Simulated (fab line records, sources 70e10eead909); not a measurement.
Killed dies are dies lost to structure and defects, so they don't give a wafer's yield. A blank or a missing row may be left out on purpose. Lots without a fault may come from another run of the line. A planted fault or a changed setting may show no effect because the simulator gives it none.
fab line records | flow nand_harc | part 2 of 2: steps 37 to 47 of 47
record lots=5 wafers=15 last_day=27
route steps=1302 shown P_GATE@166
lots that met no fault: from a run of the same line without faults
start_h: hours from the record's first day to the start of the lot's first wafer shown | wait_h: hours since the lot's step before | " the same as in the row above | L1.1+2: a row that stands for several wafers | - no value, or no start given | * or withheld: withheld | < > ~ a bound
route shown NAME@n: a module of which the file shows steps, and the number in the route of the first | usual: mean/standard deviation of fault-free wafers | same: alike in all rows | chamber/n: place in a boat | sites: the reading at each site | _std_site: their standard deviation | _edge_site: outer sites' mean less inner sites' | radius_mm: how far each site lies from the wafer's centre | mask NAME#n: copy n | behind: the tool/chamber that last shaped the wafer | hold: why the lot was held/for how many hours/how that ended | device: the transistor (n, p or np) that didn't switch | end of line: the same wafers' tests at the end of the route | a step without rows: its recipe alone | killed: dies lost to structure and defects at the first sort, not the wafer's yield | map: a wafer's dies, x killed, . not, _ none there
set.NAME: the setting as run; set.NAME@STEP: as run at that earlier step | model.NAME: the simulator's own value behind a step, which no gauge read
lots at some steps of the route; a table a step, a row a wafer
services: from which hour (start_h, from the record's first day; less than 0 if before it) a tool's chamber was out of use, for how many hours, and why
## steps
# step NHARC_P_GATE_DESCUM_93
# recipe time_s=3 o2_flow_sccm=200 ar_flow_sccm=0 bias_power_w=0 chemistry=O2
# usual drypump_motor_current_A=5.8/0.5 oes_product_au=0.999/0.011 rf_vpp_V=57.7/0.85 showerhead_plenum_p_Torr=1.89/0.075 throttle_valve_pct=11.311/0.0098
# columns lot.wafer tool chamber start_h wait_h drypump_motor_current_A oes_product_au rf_hours_counter_h rf_vpp_V showerhead_plenum_p_Torr throttle_valve_pct
L075.1 rie_diel-09 1 126.29 - 6.3 0.979 8 58.8 2.02 11.310
L075.4 " 3 " " 6.3 1.009 - 58.2 1.79 11.325
L075.6 " 1 " " 6.3 0.981 - 57.0 2.03 11.332
L076.1 rie_diel-01 1 128.14 - 6.2 0.995 2 58.2 1.84 11.300
L076.4 " 2 " " 4.9 1.008 2 57.3 1.90 11.323
L076.2 " 3 " " 5.8 0.983 1 58.2 1.93 11.318
L077.3 rie_diel-01 1 150.51 - 6.2 0.988 3 58.1 1.84 11.306
L077.1 " 3 " " 5.8 0.996 3 57.5 1.93 11.308
L077.5 " 1 " " 6.2 1.005 - 57.8 1.84 11.328
L080.2 rie_diel-02 1 169.15 - 6.3 1.002 10 57.2 1.85 11.317
L080.1 " 2 " " 5.4 0.988 7 56.2 1.78 11.305
L080.5 " 1 " " 6.3 1.008 - 56.5 1.85 11.316
L083.1 rie_diel-02 0 209.79 - 5.4 1.007 12 58.7 1.86 11.319
L083.6 " 2 " " 5.4 1.003 - 57.5 1.78 11.314
L083.5 " 3 " " 5.3 1.002 - 56.9 2.01 11.309
# step NHARC_P_GATE_IMPLANT_94
# recipe energy_kev=60 dose_cm2=2e+15 tilt_deg=7
# usual beam_energy_keV=59.995/0.02
# same implant_ion_amu=31
# columns lot.wafer tool chamber start_h wait_h beam_energy_keV
L075.1 implanter-01 0 126.44 0.1 59.956
L075.4 " 0 " " 59.972
L075.6 " 0 " " 59.962
L076.1 implanter-02 0 128.29 0.1 60.011
L076.2 " 0 " " 60.003
L076.4 " 0 " " 60.015
L077.1 implanter-01 0 150.65 0.1 59.991
L077.3 " 0 " " 60.001
L077.5 " 0 " " 59.973
L080.1 implanter-02 0 169.29 0.1 59.986
L080.2 " 0 " " 59.999
L080.5 " 0 " " 59.978
L083.1 implanter-02 0 209.91 0.1 59.975
L083.5 " 0 " " 59.983
L083.6 " 0 " " 59.984
# step NHARC_P_GATE_STRIP_113
# recipe power_w=1500 temp_c=110 time_s=740 chemistry=N2/H2
# usual drypump_motor_current_A=5.8/0.41 heater_power_w=83/6
# columns lot.wafer tool chamber start_h wait_h drypump_motor_current_A heater_power_w rf_hours_counter_h
L075.1 plasma_asher-02 0 126.67 0.2 5.8 90 8
L075.4 " 1 " " 6.2 83 -
L075.6 " 1 " " 6.2 82 -
L076.2 plasma_asher-01 1 128.51 0.2 6.2 80 26
L076.1 " 0 " " 5.2 84 26
L076.4 " 1 " " 6.2 79 -
L077.1 plasma_asher-02 1 150.99 0.3 6.2 82 12
L077.3 " 1 " " 6.2 83 -
L077.5 " 1 " " 6.1 83 -
L080.1 plasma_asher-02 0 169.74 0.4 5.8 90 18
L080.2 " 1 " " 6.1 82 18
L080.5 " 1 " " 6.2 82 -
L083.1 plasma_asher-02 0 210.26 0.3 5.9 89 28
L083.6 " 1 " " 6.2 83 -
L083.5 " 0 " " 5.8 92 -
# step NHARC_P_GATE_STRIP_95
# recipe power_w=1500 temp_c=250 chemistry=O2
# usual drypump_motor_current_A=5.8/0.41 heater_power_w=310/22
# columns lot.wafer tool chamber start_h wait_h drypump_motor_current_A heater_power_w rf_hours_counter_h
L075.1 plasma_asher-02 0 127.38 0.6 5.8 342 9
L075.4 " 1 " " 6.1 304 -
L075.6 " 1 " " 6.1 312 -
L076.2 plasma_asher-01 1 129.23 0.6 6.2 287 27
L076.1 " 0 " " 5.2 325 27
L076.4 " 1 " " 6.2 287 -
L077.1 plasma_asher-02 1 151.60 0.5 6.2 303 13
L077.3 " 1 " " 6.2 313 -
L077.5 " 1 " " 6.2 313 -
L080.1 plasma_asher-02 0 170.45 0.6 5.9 338 19
L080.2 " 1 " " 6.2 311 19
L080.5 " 1 " " 6.1 310 -
L083.1 plasma_asher-02 0 210.87 0.5 5.9 346 29
L083.6 " 1 " " 6.1 313 -
L083.5 " 0 " " 5.8 348 -
# step NHARC_P_GATE_STRIP_96
# recipe time_s=900 temp_c=130 chemistry=SPM
# columns lot.wafer tool chamber start_h wait_h
L075.1+6+4 wet_bench-01 5,1,2 127.59 0.2
L076.4+1+2 wet_bench-02 0,1,3 129.46 0.2
L077.3+5+1 wet_bench-01 4,5,6 151.80 0.2
L080.1+2+5 wet_bench-01 2,3,5 170.68 0.2
L083.5+1+6 wet_bench-02 4,5,6 211.08 0.2
# step NHARC_P_GATE_RTA_64
# recipe temp_c=1050 time_s=1
# usual anneal_temp_c_max=1055.5/1.2 lamp_power_pct=36.3/0.74 wafer_temp_C_max=1053.5/1.4
# columns lot.wafer tool chamber start_h wait_h anneal_temp_c_max lamp_power_pct wafer_temp_C_max
L075.1 rtp_anneal-02 0 127.94 - 1055.8 37.3 1053.5
L075.4 " 0 " " 1057.1 37.3 1055.6
L075.6 " 0 " " 1055.9 37.3 1055.5
L076.1 rtp_anneal-02 0 129.80 - 1055.2 37.3 1056.1
L076.2 " 0 " " 1055.9 37.3 1053.6
L076.4 " 0 " " 1055.5 37.3 1053.6
L077.1 rtp_anneal-02 0 152.20 - 1057.5 37.3 1055.9
L077.3 " 0 " " 1057.9 37.3 1055.3
L077.5 " 0 " " 1057.2 37.3 1055.1
L080.1 rtp_anneal-01 0 171.02 - 1055.2 35.8 1053.5
L080.2 " 0 " " 1054.4 35.8 1051.9
L080.5 " 0 " " 1054.6 35.8 1053.1
L083.1 rtp_anneal-01 0 211.52 - 1055.8 35.8 1053.2
L083.5 " 0 " " 1054.7 35.8 1052.4
L083.6 " 0 " " 1054.4 35.8 1053.3
# step NHARC_P_GATE_ETCH_77
# recipe target_depth_a=60 chemistry=dHF material=SiO2
# columns lot.wafer tool chamber start_h wait_h
L075.6+1+4 wet_bench-02 7,0,3 128.14 0.0
L076.2+4+1 wet_bench-02 6,7,0 130.00 0.1
L077.5+3+1 wet_bench-02 2,6,7 152.40 0.1
L080.1+5+2 wet_bench-06 4,6,7 171.23 0.2
L083.1+6+5 wet_bench-02 4,5,0 211.73 0.2
# step NHARC_P_GATE_DEGAS_109
# recipe temp_c=300 time_s=60
# usual heater_power_w=462/44
# columns lot.wafer tool chamber start_h wait_h heater_power_w
L075.4 pvd_sputter-01 - 128.24 0.1 425
L075.1 " - " " 531
L075.6 " - " " 429
L076.1 pvd_sputter-02 - 130.10 0.1 430
L076.2 " - " " 388
L076.4 " - " " 488
L077.1 pvd_sputter-03 - 152.51 0.1 467
L077.3 " - " " 573
L077.5 " - " " 460
L080.2 pvd_sputter-02 - 171.32 0.1 440
L080.1 " - " " 388
L080.5 " - " " 398
L083.1 pvd_sputter-02 - 211.84 0.1 404
L083.6 " - " " 484
L083.5 " - " " 436
# step NHARC_P_GATE_PRE_CLEAN_110
# recipe time_s=30 bias_v=200 gas=Ar
# columns lot.wafer tool chamber start_h wait_h
L075.1+4+6 pvd_sputter-01 - - -
L076.2+1+4 pvd_sputter-02 - - -
L077.3+1+5 pvd_sputter-03 - - -
L080.2+1+5 pvd_sputter-02 - - -
L083.1+6+5 pvd_sputter-02 - - -
# step NHARC_P_GATE_SPUTTER_78
# recipe target_thk_a=100 material=Ni
# columns lot.wafer tool chamber start_h wait_h
L075.4+1+6 pvd_sputter-01 - - -
L076.2+1+4 pvd_sputter-02 - - -
L077.1+3+5 pvd_sputter-03 - - -
L080.2+1+5 pvd_sputter-02 - - -
L083.1+6+5 pvd_sputter-02 - - -
# step NHARC_P_GATE_SPUTTER_79
# recipe target_thk_a=100 material=TiN
# columns lot.wafer tool chamber start_h wait_h
L075.1+4+6 pvd_sputter-01 - - -
L076.1+4+2 pvd_sputter-02 - - -
L077.3+1+5 pvd_sputter-03 - - -
L080.1+2+5 pvd_sputter-02 - - -
L083.1+5+6 pvd_sputter-02 - - -
## services
# columns tool chamber start_h hours kind
litho_track-03 - 100.00 7.0 pm
wet_bench-01 - 101.60 8.0 pm
pvd_sputter-02 - 104.00 10.0 pm
krf_scanner-01 - 104.53 4.0 repair
krf_scanner-02 - 112.61 0.4 repair
rie_diel-09 0 118.59 10.0 repair
rie_diel-09 0 129.41 5.3 repair
litho_track-07 - 131.60 - consumable_replace:filter
krf_scanner-01 - 140.00 4.0 pm
rie_diel-09 - 143.10 9.0 pm
implanter-02 - 146.31 13.0 pm
plasma_asher-01 - 166.15 9.0 pm
plasma_asher-01 0 166.15 9.0 vent_cycle
plasma_asher-01 1 166.15 9.0 vent_cycle
pvd_sputter-03 - 170.00 10.0 pm
plasma_asher-01 0 175.15 - clean
wet_bench-01 - 176.10 4.7 repair
implanter-01 - 177.91 5.6 repair
krf_scanner-04 - 182.00 4.0 pm
rie_diel-01 1 188.75 5.8 repair
rie_diel-01 2 190.47 18.8 repair
wet_bench-06 - 193.60 8.0 pm
rie_diel-01 - 203.99 9.0 pm
litho_track-07 - 209.36 - consumable_replace:filter
